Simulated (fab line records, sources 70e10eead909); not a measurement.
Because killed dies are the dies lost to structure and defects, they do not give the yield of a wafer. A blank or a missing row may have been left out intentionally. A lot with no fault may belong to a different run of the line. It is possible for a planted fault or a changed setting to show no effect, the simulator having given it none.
Matching of chambers + flow nand_harc + NHARC_P_ZERO_WELL_DESCUM_39 on rie_diel-08: 4 sister chambers
The step chemistry O2, time 3 s. 7 wafers are shown with their chamber, then 7 later ones without.

## WAFERS PAIRED WITH THEIR CHAMBERS
| wafer  | chamber | drypump_motor_current_A (A) | showerhead_plenum_p_Torr (Torr) |
|--------|---------|-----------------------------|---------------------------------|
| L074.5 | 1       | 4.8                         | 1.92                            |
| L075.5 | 0       | 5.3                         | 1.95                            |
| L080.4 | 0       | 5.3                         | 1.94                            |
| L086.1 | 3       | 6.1                         | 1.83                            |
| L086.5 | 2       | 5.9                         | 1.92                            |
| L089.1 | 2       | 5.9                         | 1.92                            |
| L089.2 | 3       | 6.2                         | 1.83                            |

## WAFERS MISSING THEIR CHAMBER
| wafer  | drypump_motor_current_A (A) | showerhead_plenum_p_Torr (Torr) |
|--------|-----------------------------|---------------------------------|
| L089.3 | 4.8                         | 1.91                            |
| L092.1 | 4.8                         | 1.90                            |
| L092.5 | 5.9                         | 1.91                            |
| L092.6 | 6.2                         | 1.82                            |
| L096.3 | 4.8                         | 1.90                            |
| L096.5 | 6.2                         | 1.82                            |
| L096.6 | 5.9                         | 1.91                            |

## THE CHAMBER EACH PASSED THROUGH
| wafer  | from the rows above | in truth |
|--------|---------------------|----------|
| L089.3 | 1                   | 1        |
| L092.1 | 1                   | 1        |
| L092.5 | 2                   | 2        |
| L092.6 | 3                   | 3        |
| L096.3 | 1                   | 1        |
| L096.5 | 3                   | 3        |
| L096.6 | 2                   | 2        |
7 of 7 placed correctly. From these rows, 0 cannot be placed. Wrongly placed: 0.
How it was worked out, from the rows above alone: a wafer's distance from a chamber is the root of the sum, over the readings, of the square of ((its reading less the chamber's mean) divided by the reading's scatter). The wafer belongs to the nearest chamber; if the next one is less than 2 further off, it can't be placed. The mean given for a chamber averages the wafers shown for that chamber. How the scatter is found: for the shown wafers, subtract from each reading the mean of its chamber, square and add these, divide the total by (wafers less chambers), then take the root.
